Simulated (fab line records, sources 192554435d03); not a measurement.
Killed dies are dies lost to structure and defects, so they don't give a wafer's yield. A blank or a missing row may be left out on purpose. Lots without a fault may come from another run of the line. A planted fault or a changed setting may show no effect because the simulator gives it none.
fab line records | flow n5_finfet
record lots=9 wafers=25 last_day=17
route steps=1938 shown HKMG_FIN@405 BEOL_M4@1111
lots that met no fault: from a run of the same line without faults
start_h: hours from the record's first day to the start of the lot's first wafer shown | wait_h: hours since the lot's step before | " the same as in the row above | L1.1+2: a row that stands for several wafers | - no value, or no start given | * or withheld: withheld | < > ~ a bound
route shown NAME@n: a module of which the file shows steps, and the number in the route of the first | usual: mean/standard deviation of fault-free wafers | same: alike in all rows | chamber/n: place in a boat | sites: the reading at each site | _std_site: their standard deviation | _edge_site: outer sites' mean less inner sites' | radius_mm: how far each site lies from the wafer's centre | mask NAME#n: copy n | behind: the tool/chamber that last shaped the wafer | hold: why the lot was held/for how many hours/how that ended | device: the transistor (n, p or np) that didn't switch | end of line: the same wafers' tests at the end of the route | a step without rows: its recipe alone | killed: dies lost to structure and defects at the first sort, not the wafer's yield | map: a wafer's dies, x killed, . not, _ none there
set.NAME: the setting as run; set.NAME@STEP: as run at that earlier step | model.NAME: the simulator's own value behind a step, which no gauge read
steps of the route over a sample of lots; a table a step, a row a wafer
services: from which hour (start_h, from the record's first day; less than 0 if before it) a tool's chamber was out of use, for how many hours, and why
## steps
# step N5_HKMG_FIN_STRIP_57
# recipe chemistry=CF4 resist=SiARC power_w=300 bias_power_w=75 pressure_mtorr=50 cf4_flow_sccm=150 rf_frequency_hz=6e+07
# usual cf4_flow_sccm=150.0/0.43 chamber_pressure_mTorr=50.00/0.042 drypump_motor_current_A=5.6/0.46 oes_product_au=0.83/0.071 rf_vpp_V=271.5/1.6 showerhead_plenum_p_Torr=1.81/0.061 throttle_valve_pct=13.51/0.23
# columns lot.wafer tool chamber start_h wait_h cf4_flow_sccm chamber_pressure_mTorr drypump_motor_current_A oes_product_au rf_hours_counter_h rf_vpp_V showerhead_plenum_p_Torr throttle_valve_pct
L841.1 rie_diel-02 2 100.63 0.0 149.8 49.91 5.7 0.84 48 272.2 1.88 13.28
L841.2 " 3 " " 150.4 50.04 4.8 0.86 41 269.6 1.76 13.61
L841.4 " 1 " " 150.7 49.95 5.6 0.87 30 272.5 1.85 13.33
L843.1 rie_diel-01 1 112.93 0.0 150.0 50.05 5.3 0.71 187 270.5 1.80 13.81
L843.5 " 2 " " 149.7 50.00 6.3 0.70 - 271.4 1.77 13.84
L844.2 rie_diel-02 0 115.05 0.0 150.5 50.02 5.8 0.89 18 271.4 1.83 13.15
L844.5 " 2 " " 149.7 50.00 5.8 0.83 - 273.8 1.88 13.30
L845.1 rie_diel-02 2 124.89 0.0 150.3 50.09 5.8 0.82 61 274.1 1.88 13.30
L845.4 " 1 " " 150.5 50.06 5.6 0.85 42 270.3 1.84 13.35
L845.6 " 2 " " 150.2 49.98 5.8 0.83 - 273.3 1.88 13.32
L851.3 rie_diel-01 1 159.51 0.0 150.4 50.03 5.4 0.70 209 270.3 1.79 13.83
L851.5 " 1 " " 150.0 49.97 5.3 0.69 - 271.2 1.79 13.85
L851.6 " 3 " " 149.7 50.05 5.7 0.85 - 271.3 1.75 13.48
L854.1 rie_diel-06 2 178.16 0.0 149.9 50.02 5.4 0.87 34 272.2 1.88 13.47
L854.4 " 3 " " 150.3 49.93 5.1 0.85 52 273.4 1.88 13.41
L854.5 " 2 " " 150.7 50.03 5.4 0.88 - 273.3 1.88 13.49
L856.2 rie_diel-06 3 191.11 0.0 150.3 49.90 5.2 0.84 57 272.3 1.88 13.44
L856.4 " 2 " " 149.5 49.96 5.4 0.86 38 272.8 1.88 13.49
L856.6 " 3 " " 149.6 50.01 5.2 0.84 - 274.0 1.88 13.44
L857.1 rie_diel-02 0 191.70 0.0 149.8 50.03 5.8 0.84 46 270.8 1.82 13.25
L857.2 " 2 " " 150.7 50.05 5.7 0.80 86 274.2 1.87 13.36
L857.6 " 1 " " 150.2 49.97 5.6 0.82 - 271.3 1.84 13.40
L859.1 rie_diel-02 3 205.19 0.0 150.0 50.05 4.7 0.80 83 270.1 1.75 13.70
L859.2 " 2 " " 150.6 50.02 5.8 0.79 91 272.3 1.87 13.37
L859.6 " 0 " " 151.2 50.00 5.8 0.83 - 272.1 1.82 13.26
# step N5_HKMG_FIN_ETCH_31
# recipe chemistry=CF4 target=SiARC target_depth_a=455 mask_material=CAR-ArF time_s=75.8 ion_energy_ev=80 pressure_mtorr=40 source_w=545 bias_w=36 Ar_flow_sccm=100 cf4_flow_sccm=100 ends=cleared
# usual cf4_flow_sccm=100.04/0.28 chamber_pressure_mTorr=40.00/0.036 drypump_motor_current_A=5.7/0.51 etch_rf_on_time_s=75.2/1.2 oes_product_au=0.70/0.066 rf_vpp_V=184.0/1.2 showerhead_plenum_p_Torr=2.15/0.078 throttle_valve_pct=15.59/0.2
# columns lot.wafer tool chamber start_h wait_h cf4_flow_sccm chamber_pressure_mTorr drypump_motor_current_A etch_rf_on_time_s oes_product_au rf_hours_counter_h rf_vpp_V showerhead_plenum_p_Torr throttle_valve_pct
L841.1 rie_diel-01 2 103.62 0.0 100.08 39.98 6.4 74.1 0.61 227 183.2 2.11 15.81
L841.2 " 0 " " 100.04 40.01 6.1 73.8 0.64 193 182.1 2.06 15.86
L841.4 " 3 " " 100.32 39.95 5.7 76.8 0.79 5 183.1 2.09 15.46
L843.1 rie_diel-01 3 116.08 0.0 100.13 40.02 5.7 76.3 0.78 11 183.4 2.09 15.49
L843.5 " 0 " " 100.16 40.03 6.1 73.4 0.63 - 182.9 2.05 15.88
L844.2 rie_diel-01 0 119.10 0.0 99.73 40.05 6.1 73.7 0.64 201 183.0 2.05 15.87
L844.5 " 2 " " 100.35 40.00 6.4 74.5 0.61 - 184.1 2.11 15.83
L845.1 rie_diel-01 2 128.91 0.0 99.53 40.05 6.4 74.8 0.60 240 183.7 2.11 15.83
L845.4 " 3 " " 100.07 40.03 5.7 78.0 0.76 17 183.0 2.09 15.50
L845.6 " 0 " " 99.89 39.99 6.1 73.6 0.63 - 182.5 2.05 15.88
L851.3 rie_diel-02 0 162.89 0.0 100.29 40.00 5.8 75.1 0.74 36 185.4 2.19 15.30
L851.5 " 0 " " 99.95 39.95 5.8 75.6 0.74 - 184.7 2.19 15.28
L851.6 " 3 " " 100.52 39.93 4.8 76.4 0.71 - 182.7 2.08 15.69
L854.1 rie_diel-06 1 181.17 0.0 100.32 40.01 6.6 77.0 0.68 110 182.7 2.06 15.63
L854.4 " 0 " " 100.11 40.03 5.3 75.6 0.76 21 186.2 2.26 15.47
L854.5 " 3 " " 99.61 39.93 5.2 74.6 0.74 - 186.9 2.25 15.46
L856.2 rie_diel-01 1 194.55 0.0 99.68 40.01 5.3 75.4 0.59 225 183.0 2.13 15.86
L856.4 " 3 " " 100.20 39.98 5.7 76.2 0.71 47 183.9 2.08 15.56
L856.6 " 1 " " 100.07 40.02 5.3 76.7 0.59 - 183.0 2.13 15.83
L857.1 rie_diel-06 3 195.12 0.0 99.80 40.00 5.2 73.6 0.74 58 184.8 2.24 15.47
L857.2 " 1 " " 100.02 40.02 6.7 76.1 0.68 114 182.4 2.06 15.64
L857.6 " 2 " " 100.11 39.94 5.4 73.9 0.76 - 186.2 2.26 15.57
L859.1 rie_diel-01 1 208.26 0.0 100.25 40.06 5.3 76.7 0.58 229 182.8 2.12 15.85
L859.2 " 3 " " 99.48 40.02 5.7 76.3 0.72 51 181.3 2.08 15.56
L859.6 " 1 " " 100.10 40.04 5.3 76.6 0.59 - 182.0 2.12 15.84
# step N5_HKMG_FIN_STRIP_34
# recipe chemistry=CF4 resist=SiARC power_w=300 bias_power_w=75 pressure_mtorr=50 cf4_flow_sccm=150 rf_frequency_hz=6e+07
# usual cf4_flow_sccm=150.0/0.45 chamber_pressure_mTorr=50.00/0.042 drypump_motor_current_A=5.7/0.51 oes_product_au=0.81/0.076 rf_vpp_V=271.2/1.6 showerhead_plenum_p_Torr=1.80/0.061 throttle_valve_pct=13.57/0.22
# columns lot.wafer tool chamber start_h wait_h cf4_flow_sccm chamber_pressure_mTorr drypump_motor_current_A oes_product_au rf_hours_counter_h rf_vpp_V showerhead_plenum_p_Torr throttle_valve_pct
L841.1 rie_diel-01 2 103.87 0.0 150.5 49.97 6.4 0.71 227 271.3 1.78 13.84
L841.2 " 0 " " 149.9 49.97 6.1 0.73 193 268.6 1.73 13.85
L841.4 " 3 " " 150.1 50.02 5.7 0.93 5 270.7 1.76 13.42
L843.1 rie_diel-01 3 116.33 0.0 150.0 49.97 5.7 0.90 11 271.9 1.75 13.44
L843.5 " 0 " " 150.9 49.99 6.1 0.73 - 269.6 1.73 13.87
L844.2 rie_diel-01 0 119.34 0.0 149.4 50.03 6.1 0.73 201 270.5 1.73 13.87
L844.5 " 2 " " 150.0 49.96 6.4 0.71 - 270.9 1.77 13.87
L845.1 rie_diel-01 2 129.16 0.0 150.5 50.04 6.4 0.70 240 269.9 1.77 13.87
L845.4 " 3 " " 150.1 50.04 5.7 0.88 17 270.5 1.75 13.45
L845.6 " 0 " " 150.1 50.07 6.1 0.72 - 270.3 1.72 13.88
L851.3 rie_diel-02 0 163.14 0.0 150.5 49.96 5.8 0.85 36 271.3 1.83 13.22
L851.5 " 0 " " 150.3 50.03 5.8 0.86 - 272.0 1.83 13.23
L851.6 " 3 " " 149.3 50.05 4.7 0.82 - 270.4 1.75 13.66
L854.1 rie_diel-06 1 181.42 0.0 148.9 49.98 6.7 0.79 110 269.7 1.74 13.63
L854.4 " 0 " " 150.1 50.05 5.3 0.88 21 273.9 1.89 13.40
L854.5 " 3 " " 150.2 50.03 5.2 0.84 - 273.6 1.88 13.41
L856.2 rie_diel-01 1 194.80 0.0 150.2 50.00 5.3 0.68 225 271.3 1.79 13.86
L856.4 " 3 " " 150.0 50.07 5.7 0.83 47 270.3 1.74 13.52
L856.6 " 1 " " 150.1 49.95 5.3 0.68 - 271.1 1.79 13.88
L857.1 rie_diel-06 3 195.37 0.0 149.4 50.04 5.2 0.84 58 272.8 1.88 13.43
L857.2 " 1 " " 149.9 50.04 6.7 0.79 114 270.3 1.73 13.65
L857.6 " 2 " " 150.0 49.96 5.4 0.86 - 272.5 1.88 13.49
L859.1 rie_diel-01 1 208.51 0.0 149.9 50.05 5.3 0.69 229 268.7 1.79 13.88
L859.2 " 3 " " 149.8 49.93 5.7 0.83 51 271.4 1.74 13.51
L859.6 " 1 " " 150.4 49.99 5.3 0.68 - 270.4 1.79 13.87
# step N5_HKMG_FIN_ETCH_35
# recipe chemistry=N2/H2 target=SOC target_depth_a=2158 ion_energy_ev=65 bias_w=5 source_w=3000 time_s=243.4 pressure_mtorr=30 n2_flow_sccm=200 h2_flow_sccm=200
# usual chamber_pressure_mTorr=30.000/0.026 drypump_motor_current_A=5.7/0.51 h2_flow_sccm=200.0/0.57 oes_product_au=0.82/0.078 rf_vpp_V=141.8/1.2 run_length_s=267.1/0.42 showerhead_plenum_p_Torr=2.55/0.1 throttle_valve_pct=17.81/0.18
# columns lot.wafer tool chamber start_h wait_h chamber_pressure_mTorr drypump_motor_current_A h2_flow_sccm oes_product_au rf_hours_counter_h rf_vpp_V run_length_s showerhead_plenum_p_Torr throttle_valve_pct
L841.1 rie_diel-01 2 103.89 0.0 30.003 6.3 199.9 0.71 227 141.3 267.3 2.50 17.87
L841.2 " 0 " " 30.000 6.1 200.7 0.75 193 139.5 266.9 2.42 18.01
L841.4 " 3 " " 29.986 5.7 200.7 0.92 5 142.2 267.4 2.49 17.69
L843.1 rie_diel-01 3 116.35 0.0 30.019 5.7 200.4 0.92 11 143.0 226.8 2.49 17.70
L843.5 " 0 " " 30.016 6.1 199.7 0.74 - 140.9 266.5 2.42 18.03
L844.2 rie_diel-01 0 119.36 0.0 30.028 6.1 199.7 0.75 201 141.6 226.2 2.42 18.02
L844.5 " 2 " " 30.014 6.3 200.1 0.72 - 142.6 267.1 2.50 17.86
L845.1 rie_diel-01 2 129.18 0.0 30.037 6.4 200.5 0.71 240 142.1 226.9 2.49 17.86
L845.4 " 3 " " 30.029 5.7 200.2 0.89 17 141.3 267.7 2.48 17.72
L845.6 " 0 " " 29.967 6.1 199.4 0.74 - 140.3 266.8 2.42 18.03
L851.3 rie_diel-02 0 163.16 0.0 29.981 5.8 201.2 0.86 36 142.4 267.4 2.61 17.57
L851.5 " 0 " " 30.007 5.8 200.6 0.87 - 142.4 267.1 2.61 17.57
L851.6 " 3 " " 29.977 4.8 199.8 0.82 - 141.6 267.0 2.46 17.79
L854.1 rie_diel-06 1 181.44 0.0 29.980 6.7 200.7 0.79 110 141.6 266.7 2.46 17.99
L854.4 " 0 " " 30.011 5.3 199.8 0.89 21 143.2 266.7 2.71 17.76
L854.5 " 3 " " 30.020 5.2 200.5 0.87 - 142.7 267.5 2.67 17.61
L856.2 rie_diel-01 1 194.82 0.0 30.000 5.3 199.8 0.68 225 141.7 266.8 2.52 18.07
L856.4 " 3 " " 30.008 5.7 199.9 0.84 47 139.8 267.4 2.47 17.76
L856.6 " 1 " " 30.005 5.3 199.4 0.69 - 140.2 266.8 2.52 18.04
L857.1 rie_diel-06 3 195.39 0.0 29.968 5.2 200.4 0.86 58 142.6 267.9 2.66 17.60
L857.2 " 1 " " 30.026 6.7 200.0 0.78 114 141.1 266.4 2.46 17.99
L857.6 " 2 " " 30.001 5.5 199.3 0.88 - 142.9 267.1 2.70 17.88
L859.1 rie_diel-01 1 208.53 0.0 29.994 5.3 199.4 0.68 229 141.1 266.9 2.52 18.04
L859.2 " 3 " " 30.004 5.7 199.5 0.83 51 141.3 267.8 2.47 17.78
L859.6 " 1 " " 29.973 5.3 200.2 0.68 - 140.2 267.1 2.52 18.06
# step N5_BEOL_M4_RC_MEAS_101
# usual DIBL_N=36.1/1.5 DIBL_P=36.1/1.9 IOFF_N=0.159/0.029 IOFF_P=0.21/0.038 ION_N=675/11 ION_P=464/8.1 SS_N=71.5/0.57 SS_P=73.3/0.64 VT_N=249/3.1 VT_P=-250/3.8
# columns lot.wafer tool chamber start_h wait_h DIBL_N[mV/V] DIBL_P[mV/V] IOFF_N[nA/um] IOFF_P[nA/um] ION_N[uA/um] ION_P[uA/um] SS_N[mV/dec] SS_P[mV/dec] VT_N[mV] VT_P[mV]
L841.1 prober-02 0 192.89 0.1 34.6 34.7 0.141 0.19 683 467 70.9 72.6 250 -252
L841.2 " 0 " " 36.3 36.2 0.157 0.21 676 466 72.1 73.3 249 -250
L841.4 " 0 " " 35.7 35.8 0.162 0.21 677 469 71.3 72.5 249 -249
L843.1 prober-02 0 199.70 0.0 38.1 37.4 0.168 0.23 668 461 72.0 73.6 250 -250
L843.5 " 0 " " 36.5 35.2 0.151 0.20 679 469 71.3 73.0 249 -250
L844.2 prober-01 0 201.29 0.2 41.1 40.4 0.275 0.29 687 470 72.1 74.6 245 -248
L844.5 " 0 " " 38.0 37.7 0.186 0.23 684 465 72.0 74.4 247 -251
L845.1 prober-02 0 219.08 0.0 37.8 38.2 0.168 0.24 673 470 72.0 74.1 250 -249
L845.4 " 0 " " 37.4 37.0 0.156 0.21 670 456 71.8 73.5 254 -249
L845.6 " 0 " " 36.2 36.6 0.140 0.21 657 465 71.6 73.0 249 -250
L851.3 prober-02 0 249.42 0.6 36.8 35.6 0.172 0.18 677 454 71.0 73.2 248 -253
L851.5 " 0 " " 36.2 35.5 0.175 0.20 692 470 70.5 73.2 247 -252
L851.6 " 0 " " 37.0 36.4 0.184 0.19 686 452 71.6 74.3 245 -254
L854.1 prober-01 0 269.52 0.0 35.6 37.1 0.150 0.19 663 457 71.3 73.5 253 -254
L854.4 " 0 " " 36.9 37.5 0.166 0.19 676 460 72.4 73.6 248 -254
L854.5 " 0 " " 36.6 37.7 0.169 0.20 675 457 72.3 73.7 251 -254
L856.2 prober-01 0 276.85 0.2 36.9 39.4 0.195 0.25 675 465 71.8 74.3 247 -247
L856.4 " 0 " " 36.9 39.2 0.187 0.23 673 463 72.0 74.5 249 -252
L856.6 " 0 " " 36.4 38.2 0.174 0.22 671 462 72.4 74.7 250 -248
L857.1 prober-01 0 281.30 0.0 37.1 36.9 0.177 0.26 686 476 72.1 73.8 245 -245
L857.2 " 0 " " 36.9 37.2 0.184 0.28 691 481 71.4 73.1 248 -241
L857.6 " 0 " " 38.5 39.3 0.213 0.31 702 479 72.2 73.5 244 -241
L859.1 prober-02 0 306.03 0.0 37.1 37.1 0.173 0.30 677 479 71.4 73.3 246 -241
L859.2 " 0 " " 37.5 37.7 0.192 0.32 689 481 72.1 73.7 247 -242
L859.6 " 0 " " 37.6 37.6 0.198 0.31 686 473 72.0 74.3 245 -244
## services
# columns tool chamber start_h hours kind
rie_diel-06 2 83.58 4.7 repair
rie_diel-02 2 92.12 3.4 repair
rie_diel-06 - 104.51 28.1 pm
rie_diel-02 0 145.20 4.2 repair
rie_diel-01 2 155.86 - clean
rie_diel-01 2 155.86 - consumable_replace:focus_ring
rie_diel-01 2 155.86 24.8 scheduled_down
rie_diel-01 2 155.86 24.8 vent_cycle
## key
first_sign step=N5_HKMG_FIN_ETCH_35 reading=run_length_s direction=down sigmas=96 usual=* struck=*
effect none on later readings
met_at N5_HKMG_FIN_ETCH_35
struck_lots L843,L844,L845
struck_wafers L843.1,L844.2,L845.1
not_acting_at N5_HKMG_FIN_STRIP_57,N5_HKMG_FIN_ETCH_31,N5_HKMG_FIN_STRIP_34
onset_between 103.89 116.35
fault kind=process_parameter_drift tool=rie_diel-01 chamber=- onset_h=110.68 steps=N5_HKMG_FIN_ETCH_35 channel=time_s offset=* shape=step end_h=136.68 scope=struck_wafers_only acts_in=* stated=*
